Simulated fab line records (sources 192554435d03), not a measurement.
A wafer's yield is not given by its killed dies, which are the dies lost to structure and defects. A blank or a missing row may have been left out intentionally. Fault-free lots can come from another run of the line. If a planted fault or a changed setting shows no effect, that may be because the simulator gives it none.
Chamber matching || flow n5_finfet || N5_BEOL_M3_CO_CAP_55 on cvd_co-01: 3 sister chambers
The step material Co, precursor CCTBA/H2, target thk 2 nm, time 102.1 s. 3 wafers are shown with their chamber, then 12 later ones without.

## EACH WAFER AND ITS CHAMBER
{"wafer": "L087.1", "chamber": 1, "heater_power_w (W)": 223}
{"wafer": "L087.5", "chamber": 0, "heater_power_w (W)": 223}
{"wafer": "L087.6", "chamber": 2, "heater_power_w (W)": 280}

## WAFERS MISSING THEIR CHAMBER
{"wafer": "L090.4", "heater_power_w (W)": 237}
{"wafer": "L090.5", "heater_power_w (W)": 226}
{"wafer": "L090.6", "heater_power_w (W)": 275}
{"wafer": "L093.2", "heater_power_w (W)": 279}
{"wafer": "L093.3", "heater_power_w (W)": 232}
{"wafer": "L093.5", "heater_power_w (W)": 279}
{"wafer": "L092.4", "heater_power_w (W)": 226}
{"wafer": "L092.5", "heater_power_w (W)": 222}
{"wafer": "L092.6", "heater_power_w (W)": 272}
{"wafer": "L095.1", "heater_power_w (W)": 220}
{"wafer": "L095.3", "heater_power_w (W)": 225}
{"wafer": "L095.5", "heater_power_w (W)": 232}

## EACH ONE'S CHAMBER
{"wafer": "L090.4", "from the rows above": "can't be placed: 0 or 1", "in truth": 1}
{"wafer": "L090.5", "from the rows above": "can't be placed: 0 or 1", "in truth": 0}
{"wafer": "L090.6", "from the rows above": 2, "in truth": 2}
{"wafer": "L093.2", "from the rows above": 2, "in truth": 2}
{"wafer": "L093.3", "from the rows above": "can't be placed: 0 or 1", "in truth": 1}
{"wafer": "L093.5", "from the rows above": 2, "in truth": 2}
{"wafer": "L092.4", "from the rows above": "can't be placed: 0 or 1", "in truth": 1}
{"wafer": "L092.5", "from the rows above": "can't be placed: 0 or 1", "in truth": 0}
{"wafer": "L092.6", "from the rows above": 2, "in truth": 2}
{"wafer": "L095.1", "from the rows above": "can't be placed: 0 or 1", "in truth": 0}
{"wafer": "L095.3", "from the rows above": "can't be placed: 0 or 1", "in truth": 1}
{"wafer": "L095.5", "from the rows above": "can't be placed: 0 or 1", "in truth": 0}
4 of 12 placed correctly. Not placeable from these rows: 8 (in 8, the candidates include the true chamber). Wrongly placed: 0.
How it was worked out, from the rows above alone: a wafer's distance from a chamber is the root of the sum, over the readings, of the square of ((its reading less the chamber's mean) divided by the reading's scatter). The wafer belongs to the nearest chamber; if the next one is less than 2 further off, it can't be placed. A chamber's mean is the mean of its shown wafers. The scatter (one wafer shown for each chamber): square how far every hidden wafer sits from the nearest shown wafer, average those squares and take the square root.
